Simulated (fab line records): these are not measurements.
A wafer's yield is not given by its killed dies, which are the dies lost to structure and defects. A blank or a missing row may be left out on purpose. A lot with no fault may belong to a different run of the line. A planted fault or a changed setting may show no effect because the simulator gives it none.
The tool behind it: which one? || flow nand harc || Sampling: 6 lots, 18 wafers, 5 of 1302 route steps

== WHAT THE GAUGES READ, wafer by wafer ==
NHARC_END_SORT_01.
{"lot": "L759", "measured": "day 29 02:34", "on": "prober-01", "killed open": "5 2 1"}
{"lot": "L761", "measured": "day 31 13:26", "on": "prober-01", "killed open": "3 1 5"}

== EACH LOT AND THE TOOL THAT RAN IT (in order: tool; ch and the chambers of the sampled wafers; start) ==
{"lot": "L747", "NHARC_A_BONDPAD_ECD_18": "ecd cu-01 ch 0,1, day 23 03:10", "NHARC_THIN_TSV_STRIP_45": "plasma asher-01 ch 0,1, day 23 17:43", "NHARC_THIN_TSV_ANNEAL_52": "rtp anneal-01 ch 0, day 23 20:41", "NHARC_THIN_TSV_DESCUM_35": "rie diel-06 ch 0,1,3, day 23 22:51"}
{"lot": "L751", "NHARC_A_BONDPAD_ECD_18": "ecd cu-02 ch 1, day 24 19:19", "NHARC_THIN_TSV_STRIP_45": "plasma asher-01 ch 0,1, day 25 10:07", "NHARC_THIN_TSV_ANNEAL_52": "rtp anneal-02 ch 0, day 25 13:04", "NHARC_THIN_TSV_DESCUM_35": "rie diel-13 ch 0,3, day 25 15:11"}
{"lot": "L752", "NHARC_A_BONDPAD_ECD_18": "ecd cu-02 ch 0,1, day 25 11:35", "NHARC_THIN_TSV_STRIP_45": "plasma asher-01 ch 0,1, day 26 03:07", "NHARC_THIN_TSV_ANNEAL_52": "rtp anneal-02 ch 0, day 26 06:02", "NHARC_THIN_TSV_DESCUM_35": "rie diel-06 ch 0,2,3, day 26 07:56"}
{"lot": "L755", "NHARC_A_BONDPAD_ECD_18": "ecd cu-02 ch 0,1, day 26 14:43", "NHARC_THIN_TSV_STRIP_45": "plasma asher-02 ch 0,1, day 27 07:50", "NHARC_THIN_TSV_ANNEAL_52": "rtp anneal-02 ch 0, day 27 10:46", "NHARC_THIN_TSV_DESCUM_35": "rie diel-06 ch 0,1,3, day 27 12:47"}
{"lot": "L759", "NHARC_A_BONDPAD_ECD_18": "ecd cu-01 ch 0,1, day 27 22:43", "NHARC_THIN_TSV_STRIP_45": "plasma asher-02 ch 1, day 28 13:32", "NHARC_THIN_TSV_ANNEAL_52": "rtp anneal-01 ch 0, day 28 16:24", "NHARC_THIN_TSV_DESCUM_35": "rie diel-13 ch 1,3, day 28 18:23"}
{"lot": "L761", "NHARC_A_BONDPAD_ECD_18": "ecd cu-02 ch 0,1, day 30 06:19", "NHARC_THIN_TSV_STRIP_45": "-", "NHARC_THIN_TSV_ANNEAL_52": "-", "NHARC_THIN_TSV_DESCUM_35": "-"}
- NHARC_A_BONDPAD_ECD_18: material Cu, target thk 400 nm.
- NHARC_THIN_TSV_STRIP_45: strips in O2.
- NHARC_THIN_TSV_ANNEAL_52: time 90 s.
- NHARC_THIN_TSV_DESCUM_35: chemistry O2, time 3 s.

== THE ANSWER, worked out from the rows above alone ==
Rule: the usual values come from the lots themselves. Put in order of their means at a reading, lots are off if they are a third of the lots or fewer, leave a main group of 4 or more, and stand apart from it by a gap of 3 or more times the standard deviation of the main group's means; of several such gaps the widest counts. A main group is skipped when, at the precision printed for the reading in the tables above, its means are all equal. A lot without any number at a reading at which 4 lots or more have one is off too. The other lots that the step has rows for count as sound.
Across all readings shown, no lot is off: no conclusion can be drawn from this.

== WHAT THE SIMULATOR PUT IN ==
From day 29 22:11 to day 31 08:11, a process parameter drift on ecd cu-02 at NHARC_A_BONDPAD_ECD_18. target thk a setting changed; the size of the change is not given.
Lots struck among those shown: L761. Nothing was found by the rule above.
